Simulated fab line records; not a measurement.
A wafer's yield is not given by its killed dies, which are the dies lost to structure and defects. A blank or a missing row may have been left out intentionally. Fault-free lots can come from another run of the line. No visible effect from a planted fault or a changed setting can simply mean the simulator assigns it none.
One fault seen from 2 desks	flow n5_finfet	every desk sees just its own numbers, and what lay behind them comes last

## FROM THE METROLOGY DESK
What the gauges read, lot by lot, whatever tool the lot ran on: means of the sampled wafers that have a number. The brackets show how far a lot's mean lies from the usual mean; more than 4 standard deviations puts the lot out of limits, marked OUT. Shown are 7 of the 27 readings it has, namely the first that went out of limits plus those furthest out on some lot.
Columns: A = trench_depth_nm at N5_STI_FIN_REVEAL_FIN_H_MEAS_10, usual 51.8 nm; B = IOFF_N at N5_BEOL_M4_RC_MEAS_101, usual 0.17 nA/um; C = IOFF_N_85C at N5_BEOL_M4_RC_MEAS_101, usual 3.3 nA/um; D = IOFF_P at N5_BEOL_M4_RC_MEAS_101, usual 0.22 nA/um; E = IOFF_P_85C at N5_BEOL_M4_RC_MEAS_101, usual 3.8 nA/um; F = SS_N at N5_BEOL_M4_RC_MEAS_101, usual 71.7 mV/dec; G = SS_P at N5_BEOL_M4_RC_MEAS_101, usual 73.4 mV/dec
lot	first seen here	A	B	C	D	E	F	G
L576	day 2 09:52	52.2	0.14	2.8	0.19	3.4	71.3	73.0
L578	day 2 22:31	52.1	0.16	3.0	0.17	3.0	71.3	73.4
L579	day 3 05:25	42.0 (-17) OUT	18.57 (+99 or more) OUT	166.4 (+99 or more) OUT	25.47 (+99 or more) OUT	206.4 (+99 or more) OUT	150.4 (+99 or more) OUT	148.2 (+99 or more) OUT
L581	day 3 17:04	52.0	0.18	3.5	0.24	4.1	72.0	73.4
L592	day 6 10:05	51.5	0.16	2.9	0.19	3.3	72.0	72.8
L595	day 7 02:58	52.3	0.18	3.4	0.26	4.3	72.3	73.6
L598	day 7 20:52	52.8	0.19	3.6	0.27	4.4	71.9	73.9
L599	day 8 03:23	51.1	0.18	3.4	0.24	4.2	72.3	73.9
This desk finds L579 out of limits, L579 being first, at day 3 08:52 (trench_depth_nm at N5_STI_FIN_REVEAL_FIN_H_MEAS_10). In limits: L576, L578, L581, L592, L595, L598, L599.

## AT THE TOOL OWNER'S DESK: rie_diel-02
The tool's own readings at N5_STI_FIN_REVEAL_ETCHBACK_08 (etches SiO2 in C4F6/O2, target depth 30.5 nm, time 10.167 s): means of the sampled wafers that have a number, for each lot that ran on this tool. The brackets show how far a lot's mean lies from the usual mean; more than 4 standard deviations puts the lot out of limits, marked OUT.
Columns: A = drypump_motor_current_A at N5_STI_FIN_REVEAL_ETCHBACK_08, usual 5.5 A; B = mfc_ar_sccm at N5_STI_FIN_REVEAL_ETCHBACK_08, usual 300.0 sccm; C = oes_product_au at N5_STI_FIN_REVEAL_ETCHBACK_08, usual 0.77 a.u.; D = rf_vpp_V at N5_STI_FIN_REVEAL_ETCHBACK_08, usual 667 V; E = showerhead_plenum_p_Torr at N5_STI_FIN_REVEAL_ETCHBACK_08, usual 2.84 Torr; F = throttle_valve_pct at N5_STI_FIN_REVEAL_ETCHBACK_08, usual 21.12 %
lot	first seen here	A	B	C	D	E	F
L576	day 2 10:08	5.5	300.5	0.72	660	2.88	21.20
L578	day 2 22:44	5.2	299.3	0.69	661	2.87	21.17
L579	day 3 05:40	5.5	300.3	0.71	659	2.88	21.21
L599	day 8 03:43	5.5	300.3	0.77	659	2.86	21.15
This desk's finding: nothing out of limits on any of the 4 lots.

## TAKEN TOGETHER
At day 3 08:52 the metrology desk could have sounded an alarm, on L579.
The tool owner's desk saw nothing out of limits.
Tool owner's desk: L579 on record, inside its limits.
Of the lots named, all ran N5_STI_FIN_REVEAL_ETCHBACK_08 on rie_diel-02.

## WHAT WAS PUT IN BY THE SIMULATOR
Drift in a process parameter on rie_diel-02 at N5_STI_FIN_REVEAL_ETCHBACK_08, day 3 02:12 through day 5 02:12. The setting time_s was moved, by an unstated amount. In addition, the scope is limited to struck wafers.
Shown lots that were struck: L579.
Time in hours between the start of the fault and the first out-of-limits reading at each desk: metrology desk, 7.
